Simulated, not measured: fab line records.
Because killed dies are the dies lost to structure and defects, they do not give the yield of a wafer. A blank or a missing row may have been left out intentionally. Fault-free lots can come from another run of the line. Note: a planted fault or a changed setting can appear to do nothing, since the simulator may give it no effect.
Matching of chambers / flow nand-harc / rie-diel-09 running NHARC_A_CHANNEL_HOLE_D1_ETCH_34: 4 sister chambers
The step etches the open film in CF4/CHF3, target depth 154 nm, time 77 s. 4 wafers are shown with their chamber, then 11 later ones without.

## EACH WAFER AND ITS CHAMBER
wafer=L661.5; chamber=1; showerhead-plenum-p-Torr (Torr)=1.64
wafer=L666.4; chamber=3; showerhead-plenum-p-Torr (Torr)=1.57
wafer=L666.6; chamber=2; showerhead-plenum-p-Torr (Torr)=1.65
wafer=L667.4; chamber=0; showerhead-plenum-p-Torr (Torr)=1.63

## WAFERS WHOSE CHAMBER IS MISSING
wafer=L667.5; showerhead-plenum-p-Torr (Torr)=1.65
wafer=L668.4; showerhead-plenum-p-Torr (Torr)=1.65
wafer=L668.6; showerhead-plenum-p-Torr (Torr)=1.56
wafer=L669.3; showerhead-plenum-p-Torr (Torr)=1.64
wafer=L669.6; showerhead-plenum-p-Torr (Torr)=1.65
wafer=L678.3; showerhead-plenum-p-Torr (Torr)=1.65
wafer=L678.4; showerhead-plenum-p-Torr (Torr)=1.56
wafer=L678.6; showerhead-plenum-p-Torr (Torr)=1.56
wafer=L679.3; showerhead-plenum-p-Torr (Torr)=1.56
wafer=L679.4; showerhead-plenum-p-Torr (Torr)=1.65
wafer=L679.5; showerhead-plenum-p-Torr (Torr)=1.64

## EACH ONE'S CHAMBER
wafer=L667.5; from the rows above=can't be placed: 2 or 1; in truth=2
wafer=L668.4; from the rows above=can't be placed: 2 or 1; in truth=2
wafer=L668.6; from the rows above=3; in truth=3
wafer=L669.3; from the rows above=can't be placed: 1 or 0 or 2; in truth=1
wafer=L669.6; from the rows above=can't be placed: 2 or 1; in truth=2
wafer=L678.3; from the rows above=can't be placed: 2 or 1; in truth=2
wafer=L678.4; from the rows above=3; in truth=3
wafer=L678.6; from the rows above=3; in truth=3
wafer=L679.3; from the rows above=3; in truth=3
wafer=L679.4; from the rows above=can't be placed: 2 or 1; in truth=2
wafer=L679.5; from the rows above=can't be placed: 1 or 0 or 2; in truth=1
4 of 11 placed correctly. These rows do not allow placing 7 (true chamber among the candidates in 7). Placed wrongly: 0.
How it was worked out, from the rows above alone: a wafer's distance from a chamber is the root of the sum, over the readings, of the square of ((its reading less the chamber's mean) divided by the reading's scatter). The wafer belongs to the nearest chamber; if the next one is less than 2 further off, it can't be placed. A chamber's mean is the mean of its shown wafers. The scatter (one wafer shown for each chamber): square how far every hidden wafer sits from the nearest shown wafer, average those squares and take the square root.
